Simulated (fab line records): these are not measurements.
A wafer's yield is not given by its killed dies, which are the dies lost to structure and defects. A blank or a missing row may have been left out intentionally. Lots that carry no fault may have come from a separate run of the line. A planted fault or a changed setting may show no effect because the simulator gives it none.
fab line records    flow nand_harc
record: lots: 5  wafers: 15  last_day: 33
route steps=1302 shown A_CONTACT@1074 A_BLC@1107 END@1302
lots untouched by any fault: they come from a run of this same line in which no faults occurred
start_h: hours from the record's first day to the start of the lot's first wafer shown    wait_h: time in hours since the lot's previous step    " unchanged from the row above    L1.1+2: several wafers, shown together as one row    - no value present, or no start provided    * or withheld: withheld    < > ~ a bound
route shown NAME@n: a module of which the file shows steps, and the number in the route of the first    usual: mean/standard deviation of fault-free wafers    same: alike in all rows    chamber/n: place in a boat    sites: the reading at each site    _std_site: standard deviation of those values    _edge_site: inner sites' mean taken away from outer sites' mean    radius_mm: for every site, how far away it sits from the centre of the wafer    mask NAME#n: copy n    behind: the tool/chamber that last shaped the wafer    hold: cause of the lot's hold/its duration in hours/its outcome    device: the n, p or np transistor that did not switch    end of line: tests of these same wafers at the route's end    where a step has no rows: the recipe by itself    killed: dies lost to structure and defects at the first sort, not the wafer's yield    map: per-die view of a wafer (x killed, . not killed, _ where there is no die)
set.NAME: the run value of the setting; set.NAME@STEP: its run value at that earlier step    model.NAME: the simulator's own value behind a step, which no gauge read
certain route steps with their lots: each step a table, each wafer a row
services: from which hour (start_h, from the record's first day; less than 0 if before it) a tool's chamber was out of use, for how many hours, and why
== steps ==
step: NHARC_A_CONTACT_EBR_04
step: NHARC_A_CONTACT_EXPOSE_05
recipe: na: 1.35  sigma_outer: 0.8  dose_mj: 84.24  mask_id: A_CC
step: NHARC_A_CONTACT_PEB_06
recipe: peb_temp_c: 100  peb_time_s: 65
step: NHARC_A_CONTACT_DEVELOP_07
recipe: develop_time_s: 35  dev_temp_c: 23
step: NHARC_A_CONTACT_CD_MEAS_08
recipe: target_cd_nm: 200  landing_energy_ev: 500
usual: cd_nm: 200.2/0.54
lot.wafer  tool       chamber  start_h  wait_h  cd_nm
L460.1     cd_sem-02  0        534.58   -       200.3
L460.3     "          0        "        "       200.2
L460.4     "          0        "        "       200.1
L465.3     cd_sem-01  0        584.18   -       200.4
L465.4     "          0        "        "       201.1
L465.6     "          0        "        "       199.8
L475.1     cd_sem-01  0        679.88   -       199.9
L475.3     "          0        "        "       200.1
L475.6     "          0        "        "       200.3
L479.1     cd_sem-01  0        721.24   -       199.8
L479.4     "          0        "        "       199.8
L479.5     "          0        "        "       199.6
L478.3     cd_sem-03  0        724.81   -       199.4
L478.5     "          0        "        "       200.6
L478.6     "          0        "        "       199.7
step: NHARC_A_CONTACT_OVL_MEAS_09
usual: overlay_x_nm: 0.1/0.71  overlay_y_nm: 0.1/0.83
lot.wafer  tool        chamber  start_h  wait_h  overlay_x_nm  overlay_y_nm
L460.1     overlay-02  -        534.67   -       0.4           -0.5
L460.3     "           -        "        "       0.0           0.1
L460.4     "           -        "        "       0.4           -0.1
L465.3     overlay-01  -        584.26   -       0.6           -0.7
L465.4     "           -        "        "       0.0           -0.7
L465.6     "           -        "        "       -0.1          -0.6
L475.1     overlay-02  -        679.97   -       -0.6          -0.8
L475.3     "           -        "        "       -0.8          -0.5
L475.6     "           -        "        "       -1.3          -0.1
L479.1     overlay-02  -        721.33   -       0.7           0.0
L479.4     "           -        "        "       1.2           0.0
L479.5     "           -        "        "       0.4           0.1
L478.3     overlay-02  -        724.90   -       0.0           0.0
L478.5     "           -        "        "       -0.5          0.4
L478.6     "           -        "        "       -0.3          0.8
step: NHARC_A_CONTACT_INSPECT_10
usual: raw_defect_count: 85/35
lot.wafer  tool               chamber  start_h  wait_h  raw_defect_count
L460.1     defect_inspect-02  -        534.70   0.0     70
L460.3     "                  -        "        "       56
L460.4     "                  -        "        "       72
L465.3     defect_inspect-01  -        584.30   0.0     129
L465.4     "                  -        "        "       146
L465.6     "                  -        "        "       140
L475.1     defect_inspect-02  -        680.01   0.0     110
L475.3     "                  -        "        "       107
L475.6     "                  -        "        "       106
L479.1     defect_inspect-02  -        721.37   0.0     72
L479.4     "                  -        "        "       78
L479.5     "                  -        "        "       85
L478.3     defect_inspect-01  -        724.93   0.0     32
L478.5     "                  -        "        "       40
L478.6     "                  -        "        "       38
step: NHARC_A_CONTACT_DESCUM_13
recipe: time_s: 3  o2_flow_sccm: 200  ar_flow_sccm: 0  bias_power_w: 0  chemistry: O2
step: NHARC_A_CONTACT_ETCH_88
recipe: target_depth_a: 390  over_etch_frac: 0.3  time_s: 65  ion_energy_ev: 80  cf4_flow_sccm: 150  ar_flow_sccm: 0  rf_w: 300  bias_w: 100  chemistry: CF4
step: NHARC_A_CONTACT_ETCH_89
recipe: target_depth_a: 2600  over_etch_frac: 0.3  time_s: 475.3  ion_energy_ev: 200  n2_flow_sccm: 150  h2_flow_sccm: 150  ar_flow_sccm: 0  rf_w: 400  bias_w: 150  chemistry: N2/H2
usual: drypump_motor_current_A: 5.7/0.54  oes_product_au: 1.002/0.0097  rf_vpp_V: 431.2/2.3  showerhead_plenum_p_Torr: 2.06/0.076  throttle_valve_pct: 14.172/0.0081
same: time_s: 475.3
lot.wafer  tool         chamber  start_h  wait_h  drypump_motor_current_A  oes_product_au  rf_hours_counter_h  rf_vpp_V  showerhead_plenum_p_Torr  throttle_valve_pct
L460.1     rie_diel-07  0        -        -       5.9                      1.001           16                  433.5     2.11                      14.158
L460.4     "            1        "        "       5.8                      1.002           21                  434.4     2.19                      14.177
L460.3     "            2        "        "       5.7                      1.008           18                  425.8     1.89                      14.169
L465.3     rie_diel-07  1        -        -       5.8                      0.990           38                  434.2     2.18                      14.180
L465.4     "            2        "        "       5.7                      1.004           36                  426.1     1.88                      14.185
L465.6     "            2        "        "       5.7                      1.000           -                   425.0     1.88                      14.163
L475.3     rie_diel-06  3        -        -       5.3                      0.990           1                   430.2     2.04                      14.178
L475.1     "            0        "        "       6.4                      0.988           1                   432.8     2.13                      14.169
L475.6     "            2        "        "       6.3                      0.992           -                   431.5     2.09                      14.176
L479.1     rie_diel-06  0        -        -       6.4                      0.996           7                   433.2     2.13                      14.167
L479.4     "            1        "        "       5.1                      0.985           7                   428.6     1.98                      14.159
L479.5     "            3        "        "       5.4                      0.997           -                   430.0     2.03                      14.175
L478.3     rie_diel-07  2        -        -       5.7                      1.001           27                  435.1     2.21                      14.180
L478.5     "            0        "        "       5.9                      1.003           -                   433.2     2.08                      14.180
L478.6     "            1        "        "       5.8                      1.010           -                   434.5     2.16                      14.162
step: NHARC_A_CONTACT_ETCH_30
recipe: target_depth_a: 726  time_s: 36.3  cf4_flow_sccm: 100  chf3_flow_sccm: 30  ar_flow_sccm: 0  rf_w: 500  bias_w: 200  chemistry: CF4/CHF3
step: NHARC_A_CONTACT_ETCH_31
recipe: target_depth_a: 28000  over_etch_frac: 0.3  time_s: 728  ion_energy_ev: 150  o2_flow_sccm: 400  cos_flow_sccm: 20  ar_flow_sccm: 0  rf_w: 500  bias_w: 300  chemistry: O2/COS
step: NHARC_A_CONTACT_ETCH_134
recipe: source_w: withheld  pressure_mtorr: 20  bias_v: withheld  time_s: 140  target_depth_a: 7000  ar_flow_sccm: withheld  c4f8_flow_sccm: withheld  o2_flow_sccm: withheld  chemistry: C4F8/O2/Ar
same: time_s: 140
lot.wafer  tool             chamber  start_h  wait_h  rf_hours_counter_h
L460.1     har_cap_etch-02  1        535.92   -       87
L460.4     "                0        "        "       -
L460.3     "                1        "        "       -
L465.4     har_cap_etch-03  0        585.69   -       -
L465.3     "                1        "        "       -
L465.6     "                0        "        "       -
L475.1     har_cap_etch-02  0        681.22   -       112
L475.3     "                1        "        "       -
L475.6     "                0        "        "       -
L479.1     har_cap_etch-01  1        722.67   -       38
L479.4     "                1        "        "       -
L479.5     "                0        "        "       -
L478.3     har_cap_etch-03  1        726.34   -       -
L478.5     "                0        "        "       -
L478.6     "                1        "        "       -
step: NHARC_A_CONTACT_ETCH_135
recipe: source_w: withheld  pressure_mtorr: 20  bias_v: 1200  time_s: 311  target_depth_a: 19120  ar_flow_sccm: withheld  c4f8_flow_sccm: withheld  o2_flow_sccm: withheld  chemistry: C4F8/O2/Ar
step: NHARC_A_CONTACT_ETCH_136
recipe: source_w: withheld  pressure_mtorr: 20  bias_v: 1200  time_s: 311  target_depth_a: 19120  ar_flow_sccm: withheld  c4f8_flow_sccm: withheld  o2_flow_sccm: withheld  chemistry: C4F8/O2/Ar
step: NHARC_A_CONTACT_ETCH_137
recipe: source_w: withheld  pressure_mtorr: 20  bias_v: 1200  time_s: 311  target_depth_a: 19120  ar_flow_sccm: withheld  c4f8_flow_sccm: withheld  o2_flow_sccm: withheld  chemistry: C4F8/O2/Ar
step: NHARC_A_CONTACT_ETCH_138
recipe: source_w: withheld  pressure_mtorr: 20  bias_v: 1200  time_s: 311  target_depth_a: 19140  ar_flow_sccm: withheld  c4f8_flow_sccm: withheld  o2_flow_sccm: withheld  chemistry: C4F8/O2/Ar
same: time_s: 311
lot.wafer  tool             chamber  start_h  wait_h  rf_hours_counter_h
L460.1     har_cap_etch-02  1        536.95   0.2     88
L460.4     "                0        "        "       -
L460.3     "                1        "        "       -
L465.4     har_cap_etch-03  0        586.74   0.2     -
L465.3     "                1        "        "       -
L465.6     "                0        "        "       -
L475.1     har_cap_etch-02  0        682.24   0.2     113
L475.3     "                1        "        "       -
L475.6     "                0        "        "       -
L479.1     har_cap_etch-01  1        723.70   0.2     39
L479.4     "                1        "        "       -
L479.5     "                0        "        "       -
L478.3     har_cap_etch-03  1        727.38   0.2     -
L478.5     "                0        "        "       -
L478.6     "                1        "        "       -
step: NHARC_A_CONTACT_ETCH_139
recipe: source_w: withheld  pressure_mtorr: 20  bias_v: 400  time_s: 195  target_depth_a: 8400  ar_flow_sccm: withheld  c4f8_flow_sccm: 11.5  o2_flow_sccm: 7.2  chemistry: C4F8/O2/Ar
step: NHARC_A_CONTACT_ETCH_92
recipe: target_depth_a: 400  over_etch_frac: 0.5  time_s: 85.7  ion_energy_ev: 120  ch3f_flow_sccm: 50  o2_flow_sccm: 30  ar_flow_sccm: 200  rf_w: 500  bias_w: 100  chemistry: CH3F/O2
step: NHARC_A_CONTACT_ETCH_98
recipe: target_depth_a: 200  over_etch_frac: 0.5  time_s: 10  ion_energy_ev: 250  c4f6_flow_sccm: 25  o2_flow_sccm: 20  ar_flow_sccm: 500  rf_w: 600  bias_w: 500  chemistry: C4F6/O2
step: NHARC_A_CONTACT_CD_MEAS_15
usual: cd_nm: 190.0/0.57
lot.wafer  tool       chamber  start_h  wait_h  cd_nm
L460.1     cd_sem-03  -        538.44   -       188.8
L460.3     "          -        "        "       189.9
L460.4     "          -        "        "       189.9
L465.3     cd_sem-01  -        587.71   -       189.3
L465.4     "          -        "        "       189.6
L465.6     "          -        "        "       189.9
L475.1     cd_sem-02  -        683.25   -       190.0
L475.3     "          -        "        "       190.3
L475.6     "          -        "        "       189.6
L479.1     cd_sem-02  -        724.70   -       190.6
L479.4     "          -        "        "       190.8
L479.5     "          -        "        "       190.1
L478.3     cd_sem-03  -        728.30   -       190.3
L478.5     "          -        "        "       190.0
L478.6     "          -        "        "       189.8
step: NHARC_A_CONTACT_STRIP_107
recipe: n2_flow_sccm: 150  h2_flow_sccm: 150  ar_flow_sccm: 0  bias_w: 0  chemistry: N2/H2
step: NHARC_A_CONTACT_STRIP_108
recipe: cf4_flow_sccm: 100  chf3_flow_sccm: 30  ar_flow_sccm: 0  bias_w: 0  chemistry: CF4/CHF3
step: NHARC_A_CONTACT_STRIP_109
recipe: o2_flow_sccm: 400  cos_flow_sccm: 20  ar_flow_sccm: 0  bias_w: 0  chemistry: O2/COS
step: NHARC_A_CONTACT_ETCH_110
recipe: target_depth_a: 600  overetch_a: 60  time_s: 33  ion_energy_ev: 100  cf4_flow_sccm: 80  o2_flow_sccm: 20  ar_flow_sccm: 0  rf_w: 300  bias_w: 100  chemistry: CF4/O2
step: NHARC_A_CONTACT_STRIP_26
recipe: o2_flow_sccm: 500  ar_flow_sccm: 0  bias_w: 0  chemistry: O2
usual: drypump_motor_current_A: 5.8/0.53  o2_flow_sccm: 500.2/1.6  oes_product_au: 1.001/0.0096  rf_vpp_V: 57.9/0.91  showerhead_plenum_p_Torr: 3.56/0.12  throttle_valve_pct: 17.036/0.0084
lot.wafer  tool         chamber  start_h  wait_h  drypump_motor_current_A  o2_flow_sccm  oes_product_au  rf_hours_counter_h  rf_vpp_V  showerhead_plenum_p_Torr  throttle_valve_pct
L460.1     rie_diel-06  3        -        -       5.3                      501.6         1.004           7                   56.0      3.54                      17.034
L460.4     "            0        "        "       6.4                      498.1         1.000           7                   57.9      3.68                      17.032
L460.3     "            2        "        "       6.3                      501.5         1.004           7                   57.4      3.61                      17.027
L465.3     rie_diel-06  3        -        -       5.3                      502.1         1.014           15                  58.1      3.53                      17.014
L465.4     "            0        "        "       6.4                      499.4         1.010           14                  59.1      3.67                      17.039
L465.6     "            0        "        "       6.4                      500.4         1.014           -                   59.8      3.67                      17.022
L475.1     rie_diel-07  2        -        -       5.7                      497.5         0.995           10                  60.3      3.80                      17.031
L475.3     "            1        "        "       5.8                      502.5         1.015           7                   55.3      3.73                      17.049
L475.6     "            3        "        "       6.2                      499.1         1.011           -                   58.7      3.58                      17.025
L479.4     rie_diel-05  0        -        -       4.7                      498.1         0.993           46                  57.0      3.55                      17.032
L479.1     "            1        "        "       5.5                      499.9         1.008           45                  57.4      3.32                      17.025
L479.5     "            0        "        "       4.7                      498.9         1.006           -                   58.1      3.55                      17.023
L478.3     rie_diel-06  3        -        -       5.4                      499.8         0.987           10                  57.7      3.52                      17.036
L478.6     "            2        "        "       6.3                      499.7         1.008           -                   58.4      3.60                      17.015
L478.5     "            3        "        "       5.4                      498.6         0.998           -                   59.5      3.52                      17.025
step: NHARC_A_CONTACT_STRIP_27
recipe: time_s: 600  temp_c: 30  chemistry: post_etch_residue_remover
step: NHARC_A_CONTACT_ALD_18
recipe: target_thk_a: 30  pulse_time_s: 1  ald_cycles: 150  temp_c: 450  material: TiN
step: NHARC_A_CONTACT_CVD_19
recipe: target_thk_a: 3000  temp_c: 300  pressure_torr: 40  wf6_flow_sccm: 40  h2_flow_sccm: 1600  ar_flow_sccm: 1560  time_s: 802  material: W
usual: heater_power_w: 467/46  throttle_valve_pct: 7.92/0.3
same: time_s: 802
lot.wafer  tool      chamber  start_h  wait_h  heater_power_w  throttle_valve_pct
L460.1     cvd_w-02  1        -        -       436             7.68
L460.3     "         0        "        "       550             7.80
L460.4     "         1        "        "       424             7.47
L465.3     cvd_w-02  1        -        -       436             7.86
L465.4     "         0        "        "       539             7.91
L465.6     "         0        "        "       540             7.50
L475.1     cvd_w-01  1        -        -       462             8.41
L475.3     "         1        "        "       440             8.55
L475.6     "         0        "        "       453             7.87
L479.1     cvd_w-01  0        -        -       445             8.11
L479.4     "         0        "        "       454             8.03
L479.5     "         1        "        "       449             8.22
L478.3     cvd_w-02  1        -        -       434             7.94
L478.6     "         0        "        "       554             7.54
L478.5     "         1        "        "       432             7.72
step: NHARC_A_CONTACT_CMP_20
recipe: t_overpolish_s: 30  target_thk_nm: 300
usual: motor_current_A: 12.0/1.9  overpolish_run_s: 30.001/0.0088  time_to_endpoint_s: 60/3.6
lot.wafer  tool    chamber  start_h  wait_h  motor_current_A  overpolish_run_s  time_to_endpoint_s
L460.4     cmp-02  3        540.53   0.4     11.9             29.994            64
L460.3     "       0        "        "       10.7             29.999            69
L460.1     "       1        "        "       9.7              29.992            59
L465.3     cmp-02  3        589.81   0.6     12.0             29.996            55
L465.4     "       0        "        "       10.0             29.993            67
L465.6     "       2        "        "       14.0             30.007            63
L475.3     cmp-02  1        685.32   0.4     9.3              30.006            56
L475.1     "       2        "        "       14.2             29.998            59
L475.6     "       0        "        "       10.1             30.002            61
L479.4     cmp-01  2        726.74   0.5     12.2             30.018            55
L479.1     "       3        "        "       10.9             30.004            59
L479.5     "       2        "        "       11.9             30.001            55
L478.3     cmp-02  2        730.32   0.4     14.6             30.008            63
L478.6     "       2        "        "       14.3             30.007            58
L478.5     "       3        "        "       11.5             29.998            55
step: NHARC_A_CONTACT_SRD_22
step: NHARC_A_BLC_DEHYDRATE_00
recipe: temp_c: 150  time_s: 120
step: NHARC_A_BLC_HMDS_01
recipe: time_s: 30
step: NHARC_A_BLC_COAT_02
recipe: temp_c: 260  time_s: 75
step: NHARC_A_BLC_COAT_03
recipe: temp_c: 225  time_s: 65
step: NHARC_A_BLC_COAT_04
recipe: spin_rpm: 1500  resist_thk_nm: 90
step: NHARC_A_BLC_SOFTBAKE_05
recipe: temp_c: 105  time_s: 55
step: NHARC_A_BLC_EBR_06
step: NHARC_A_BLC_EXPOSE_07
recipe: na: 1.35  target_cd_nm: 100  dose_mj: 67.97  mask_id: A_BLC
step: NHARC_A_BLC_PEB_08
recipe: peb_temp_c: 100  peb_time_s: 65
step: NHARC_END_SORT_01
recipe: temp_c: 25
usual: killed_at_array: 62/20  killed_at_other: 0.8/1.1  killed_at_periphery: 3.5/2.4  killed_dies: 66/21  killed_open: 3.5/1.9  killed_short: 2.5/1.7
same: gross_dies: 677
lot.wafer  tool       chamber  start_h  wait_h  killed_at_array  killed_at_other  killed_at_periphery  killed_dies  killed_open  killed_short
L465.3     prober-02  0        635.66   3.1     69               0                1                    70           5            3
L465.4     prober-02  0        636.46   3.4     94               0                3                    97           4            3
L465.6     prober-02  0        638.07   4.0     89               0                2                    91           4            2
L475.1     prober-02  0        730.46   2.5     117              2                0                    119          1            1
L475.3     prober-02  0        732.03   3.1     138              4                4                    146          0            1
L475.6     prober-02  0        734.39   3.9     116              0                4                    120          6            2
killed by level:class
L465.3 A_CHANNEL_HOLE_D1:chamber_film_flake=23 A_SLIT:chamber_film_flake=18 A_CONTACT:chamber_film_flake=6 A_CHANNEL_HOLE_D2:chamber_film_flake=6 A_STAIRCASE:chamber_film_flake=4 A_CHANNEL_FILL_D2:chamber_film_flake=2 P_M2:geometric_particle:open=1 A_ONON_D1:geometric_particle:open=1
L465.4 A_CHANNEL_HOLE_D1:chamber_film_flake=36 A_SLIT:chamber_film_flake=28 A_CHANNEL_HOLE_D2:chamber_film_flake=12 A_STAIRCASE:chamber_film_flake=5 A_CONTACT:chamber_film_flake=3 A_CHANNEL_FILL_D2:chamber_film_flake=2 P_M0:geometric_particle:open=1 A_SOURCE_PLATE:geometric_particle:open=1
L465.6 A_SLIT:chamber_film_flake=35 A_CHANNEL_HOLE_D1:chamber_film_flake=29 A_CHANNEL_HOLE_D2:chamber_film_flake=11 A_STAIRCASE:chamber_film_flake=3 A_CONTACT:chamber_film_flake=3 A_ONON_D1:geometric_particle:open=1 A_CHANNEL_FILL_D1:geometric_particle:open=1 A_CHANNEL_FILL_D2:geometric_particle:open=1
L475.1 A_CONTACT:unspecified=53 A_SLIT:chamber_film_flake=31 A_CHANNEL_HOLE_D2:chamber_film_flake=19 A_CHANNEL_HOLE_D1:chamber_film_flake=7 A_CONTACT:chamber_film_flake=3 THIN_TSV:chamber_film_flake=2 A_ONON_D1:geometric_particle:open=1 A_WL_FILL:geometric_particle:short=1
L475.3 A_CONTACT:unspecified=75 A_SLIT:chamber_film_flake=31 A_CHANNEL_HOLE_D2:chamber_film_flake=14 A_CHANNEL_HOLE_D1:chamber_film_flake=9 THIN_TSV:chamber_film_flake=4 A_STAIRCASE:chamber_film_flake=3 P_STI:chamber_film_flake=2 A_CONTACT:chamber_film_flake=2
L475.6 A_CONTACT:unspecified=53 A_SLIT:chamber_film_flake=23 A_CHANNEL_HOLE_D2:chamber_film_flake=16 A_CHANNEL_HOLE_D1:chamber_film_flake=12 A_CONTACT:chamber_film_flake=3 P_CONTACT:geometric_particle:open=2 A_STAIRCASE:chamber_film_flake=2 P_M1:geometric_particle:open=1
map L475.3 (x killed, . not)
____________.____________
_________.x....._________
_______x.........._______
______.x.......x...______
_____..............._____
____.................____
____.................____
___...................___
___...................___
__...............x.....__
__.....................__
_......................._
_..............x........_
_...........xxxx........_
_..xx........x.xx......._
_.xx.x........xxx....x.._
...xxxxxx..xxxxx.........
..xxxxxxx..xxxxxxx.x.....
x.xxxxxx.x.xxxxx.x.......
..xxxxxxxx.xxxxx.x.......
..xxxxxxxx.xxxxx.........
_xxxxxxxx.xxxxx...x....._
_xxxxxxxx....x..x......._
_.xxxxxx....xx.........._
_..xxxxx................_
_..xxxxxx..............._
__x.x..x...x...........__
__........x............__
___..x...xx...........___
___......x............___
____....x............____
____.................____
_____....x.........._____
______.......x.....______
_______....x......_______
_________....x.._________
____________.____________
map L460.1 (x killed, . not)
____________.____________
_________......._________
_______..........._______
______............x______
_____..x............_____
____.................____
____.................____
___.x................x___
___...................___
__.....................__
__.....................__
_...................x..._
_...x.............xxx..._
_................x.xx..._
_.................xx..xx_
_................xxx.xx._
...............x...xxxx..
.................xxxxx...
................x.xxx..x.
........x........x.xx....
x................xxxxx...
_x.........x............_
_......................._
_......................._
_.......x..............._
_......................._
__.......x.............__
__................x....__
___...................___
___........x..........___
____.................____
____.................____
_____..............._____
______...........x.______
_______..........._______
_________......._________
____________.____________
== services ==
tool         chamber  start_h  hours  kind
cmp-02       -        527.37   4.0    pm
rie_diel-05  1        535.89   5.3    repair
cvd_w-01     -        547.11   13.0   pm
rie_diel-05  0        553.50   2.5    repair
rie_diel-07  2        560.00   1.7    repair
cvd_w-01     -        562.29   0.4    repair
cmp-01       -        568.86   0.6    repair
cmp-01       -        577.50   4.0    pm
rie_diel-05  -        583.75   9.0    pm
cmp-01       -        600.33   12.9   repair
rie_diel-05  3        611.77   3.0    repair
rie_diel-07  2        611.94   6.7    repair
rie_diel-07  1        616.51   2.3    repair
cmp-02       -        625.37   4.0    pm
rie_diel-06  2        630.23   8.0    repair
cvd_w-02     -        631.29   13.0   pm
cvd_w-01     0        636.99   3.0    repair
rie_diel-07  -        648.32   9.0    pm
rie_diel-06  -        661.35   9.0    pm
cmp-01       -        675.50   4.0    pm
rie_diel-07  1        685.52   6.9    repair
rie_diel-07  1        718.43   4.2    repair
cmp-02       -        723.37   4.0    pm
cvd_w-01     -        728.32   13.0   pm
== key ==
first_sign: step: NHARC_END_SORT_01  reading: killed_at_array  direction: up  sigmas: 3  usual: 62  struck: 124
effect: step: NHARC_END_SORT_01  reading: killed_dies  direction: up  sigmas: 3  usual: 66  struck: 128
more_kills_born_at: NHARC_A_CONTACT_ETCH_134@har_cap_etch-02: 171
met_at NHARC_A_CONTACT_ETCH_134
struck_wafers L475.1,L475.3,L475.6
tester_left_out L475
onset_between 535.92 681.22
also_fits NHARC_A_CONTACT_ETCH_138:har_cap_etch-02,NHARC_A_CONTACT_STRIP_26:rie_diel-07
fault: kind: chamber_particle_source  tool: har_cap_etch-02  chamber: -  onset_h: 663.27  steps: NHARC_A_CONTACT_ETCH_134  rate_per_visit_cm2: 0.64871  end_h: 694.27
tester_left_out: of these lots the tester's yield and bins aren't shown, on N5 and GAA mostly nor the transistor test; their killed dies are dies lost to structure and defects alone, not to doping, threshold or leakage, so they don't give the yield
